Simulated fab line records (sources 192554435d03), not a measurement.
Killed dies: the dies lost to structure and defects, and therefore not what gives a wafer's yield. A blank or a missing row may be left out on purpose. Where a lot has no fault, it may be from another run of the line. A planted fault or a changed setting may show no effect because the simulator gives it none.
Struck lot and sound lot, side by side ; flow n5 finfet ; 33 steps out of a route of 1938
Sound: the wafers L435.3, L435.5, L435.6. Struck: wafer L430.3 (L430.2, L430.6, from the same lot, were not struck and are left out); the cause is given at the end.
At each step with rows: each side's tool, then ch and its chambers, then its first start. Under that, the readings that differ: sound wafers ; struck wafers ; difference of the means ; sigmas: that difference in standard deviations of wafers without a fault.
alike: a reading whose means differ by less than 2 such deviations, as well as words and numbers matching on both sides. not compared: withheld readings; readings where some wafer has no value; bounds like >300 that might hide an equal value; numbers whose values overlap and for which the record gives no deviation.
Wherever a step has rows on one side only, a row that says differs or no value, or a row with sigmas, the two part there. Numbers that have no deviation but don't overlap get no sigmas and don't part them. A reading missing from all wafers of one side parts the sides only when that side holds two or more wafers.

first, 9 steps without rows for these wafers: N5_MOL_CONTACT_COAG_SOFTBAKE_79 (time 60 s); N5_MOL_CONTACT_COAG_EXPOSE_81 (exposes mask VG, defocus 0 nm); N5_MOL_CONTACT_COAG_PEB_82 (peb time 60 s); N5_MOL_CONTACT_COAG_DEVELOP_83 (develop time 30 s); N5_MOL_CONTACT_COAG_DESCUM_88 (chemistry O2, time 7 s); N5_MOL_CONTACT_COAG_ETCH_89 (etches underlayer in N2/H2, target depth 13 nm, time 10.4 s); N5_MOL_CONTACT_COAG_ETCH_90 (etches SiARC in CF4, target depth 13 nm, time 21.7 s); N5_MOL_CONTACT_COAG_ALD_131 (deposits SiO2, target thk 5 nm, pulse time 1 s, co reactant pulse time 1 s); N5_MOL_CONTACT_COAG_ETCHBACK_132 (etches SiO2 in CHF3, target depth 10 nm, time 6.7 s).
N5_MOL_CONTACT_COAG_ETCH_91: etches SOC in N2/H2, target depth 60 nm, overetch 21 nm, time 101.2 s.
  sound on rie diel-03 ch 1,2, day 10 19:05; struck on rie diel-04 ch 0, day 9 07:14
  alike: drypump motor current A, oes product au, rf vpp V, showerhead plenum p Torr, throttle valve pct
  not compared: rf hours counter h
then, 19 steps without rows for these wafers: N5_MOL_CONTACT_COAG_STRIP_92 (strips in N2/H2); N5_MOL_CONTACT_COAG_STRIP_93 (strips in N2/H2); N5_MOL_CONTACT_COAG_ETCHBACK_135 (etches SiO2 in CHF3, target depth 25 nm, time 16.7 s); N5_MOL_CONTACT_COAG_STRIP_118 (strips in CHF3); N5_MOL_CONTACT_COAG_VIA_ETCH_46 (etches SiO2 in C4F6/O2, target depth 46 nm, overetch 9.2 nm, time 40 s); N5_MOL_CONTACT_COAG_STRIP_96 (strips in N2/H2); N5_MOL_CONTACT_COAG_ETCH_47 (etches SiNx in CH3F/O2, stops on W, target depth 27 nm); N5_MOL_CONTACT_COAG_STRIP_119 (strips in N2/H2, time 30 s); N5_MOL_CONTACT_COAG_PRECLEAN_144 (cleans in alkaline clean, time 60 s); N5_MOL_CONTACT_COAG_SRD_145 (time 30 s); N5_MOL_CONTACT_COAG_COAT_62 (time 60 s, resist thk 60 nm); N5_MOL_CONTACT_COAG_COAT_63 (time 60 s, resist thk 10 nm); N5_MOL_CONTACT_COAG_COAT_64 (time 60 s, resist thk 10 nm); N5_MOL_CONTACT_COAG_COAT_34 (resist thk 40 nm); N5_MOL_CONTACT_COAG_EBR_36; N5_MOL_CONTACT_COAG_SOFTBAKE_35 (time 60 s); N5_MOL_CONTACT_COAG_EXPOSE_37 (exposes mask VD, defocus 0 nm); N5_MOL_CONTACT_COAG_PEB_38 (peb time 60 s); N5_MOL_CONTACT_COAG_DEVELOP_39 (develop time 30 s).
N5_MOL_CONTACT_COAG_INSPECT_42: inspects for defects (brightfield).
  sound: defect inspect-02 at day 10 20:05; struck: defect inspect-02 at day 9 08:10
reading;sound;struck;difference;sigmas
raw defect count;247 294 246;1310;+1048;+15
then, 1 step without rows for these wafers: N5_MOL_CONTACT_COAG_DESCUM_45 (chemistry O2, time 7 s).
-- the record jumps here: 3 days lie between the struck wafers' starts before and after (it left off in module MOL_CONTACT_COAG and takes up again in module BEOL_M4, whose first step shown is number 1111 of the route) --
N5_BEOL_M4_RC_MEAS_101:
  sound on prober-02 ch 0, day 13 12:26; struck on prober-01 ch 0, day 12 02:46
reading;sound;struck;difference;sigmas
DIBL_P (mV/V);32.3 33.5 31.7;36.6;+4.1;+2
ION_N (uA/um);665 679 664;693;+24;+2
VT_P (mV);-256 -256 -254;-248;+7;+2
  alike: DIBL_N, IOFF_N, IOFF_P, ION_P, SS_N, SS_P, VT_N
-- record jumps: 4 days separate the struck wafers' starts on either side; left off in module BEOL_M4, taken up again in module PASSIVATION, whose first shown step is the route's number 1936 --
N5_PASSIVATION_PROBE_49:
  the record has rows for the struck wafers here (prober-01, day 16 10:45) and none for the sound ones

WHERE THEY PART
Last at N5_PASSIVATION_PROBE_49 as far as this record goes, first at N5_MOL_CONTACT_COAG_INSPECT_42.

WHY: the cause the simulator had injected
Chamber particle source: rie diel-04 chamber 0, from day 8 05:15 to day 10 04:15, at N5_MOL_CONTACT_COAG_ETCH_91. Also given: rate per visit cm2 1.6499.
